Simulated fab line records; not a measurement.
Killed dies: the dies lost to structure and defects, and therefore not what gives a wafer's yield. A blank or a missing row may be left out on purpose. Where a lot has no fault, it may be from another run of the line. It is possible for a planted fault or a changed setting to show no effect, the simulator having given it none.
One fault through the eyes of 2 desks -- flow n5 finfet -- each desk holds nothing but its own numbers, with what lay behind them at the end

## THE METROLOGY DESK
Lot by lot, what the gauges showed, no matter which tool ran the lot: averages of those sampled wafers that carry a number. The brackets show how far a lot's mean lies from the usual mean; more than 4 standard deviations puts the lot out of limits, marked OUT. Readings shown: 7 of its 10, picked as those furthest out on some lot.
Columns: A = DIBL_N at N5_BEOL_M4_RC_MEAS_101, usual 35.9 mV/V; B = DIBL_P at N5_BEOL_M4_RC_MEAS_101, usual 35.8 mV/V; C = IOFF_P at N5_BEOL_M4_RC_MEAS_101, usual 0.21 nA/um; D = ION_P at N5_BEOL_M4_RC_MEAS_101, usual 462 uA/um; E = SS_N at N5_BEOL_M4_RC_MEAS_101, usual 71.5 mV/dec; F = VT_N at N5_BEOL_M4_RC_MEAS_101, usual 250 mV; G = VT_P at N5_BEOL_M4_RC_MEAS_101, usual -250 mV
lot,first seen here,A,B,C,D,E,F,G
L526,day 7 22:57,36.7,36.3,0.20,458,71.3,252,-251
L533,day 9 11:01,35.1,35.4,0.20,459,70.7,249,-251
L531,day 9 11:07,33.1,33.8,0.17,455,71.4,253,-254
L532,day 9 12:15,36.9,37.1,0.22,464,72.0,248,-250
L538,day 11 13:04,36.2,35.5,0.24,468,71.0,249,-247
L540,day 11 21:35,35.8,35.7,0.19,462,71.3,251,-253
L545,day 12 12:03,34.6,32.1,0.17,460,71.1,252,-253
L549,day 14 01:53,36.1,35.0,0.22,474,71.1,251,-248
Finding of this desk: none of the 8 lots has anything out of limits.

## TOOL OWNER'S DESK, ald metal-03
The tool's own readings at N5_MOL_CONTACT_COAG_ALD_20 (deposits TiN, target thk 1.5 nm, pulse time 1 s, purge time 3 s): means of the sampled wafers that have a number, for each lot that ran on this tool. The brackets show how far a lot's mean lies from the usual mean; more than 4 standard deviations puts the lot out of limits, marked OUT.
Columns: A = heater power w at N5_MOL_CONTACT_COAG_ALD_20, usual 889 W; B = precursor pulse height rel at N5_MOL_CONTACT_COAG_ALD_20, usual 1.001
lot,first seen here,A,B
L533,day 6 11:40,934,1.014
L538,day 7 23:28,902,1.009
L540,day 8 07:46,937,0.985
L545,day 9 10:56,928,1.008
Finding of this desk: none of the 4 lots has anything out of limits.

## ALL TOGETHER
Metrology desk: nothing out of limits seen.
The desk of the tool owner found nothing out of limits.

## WHAT THE SIMULATOR HAD INSERTED
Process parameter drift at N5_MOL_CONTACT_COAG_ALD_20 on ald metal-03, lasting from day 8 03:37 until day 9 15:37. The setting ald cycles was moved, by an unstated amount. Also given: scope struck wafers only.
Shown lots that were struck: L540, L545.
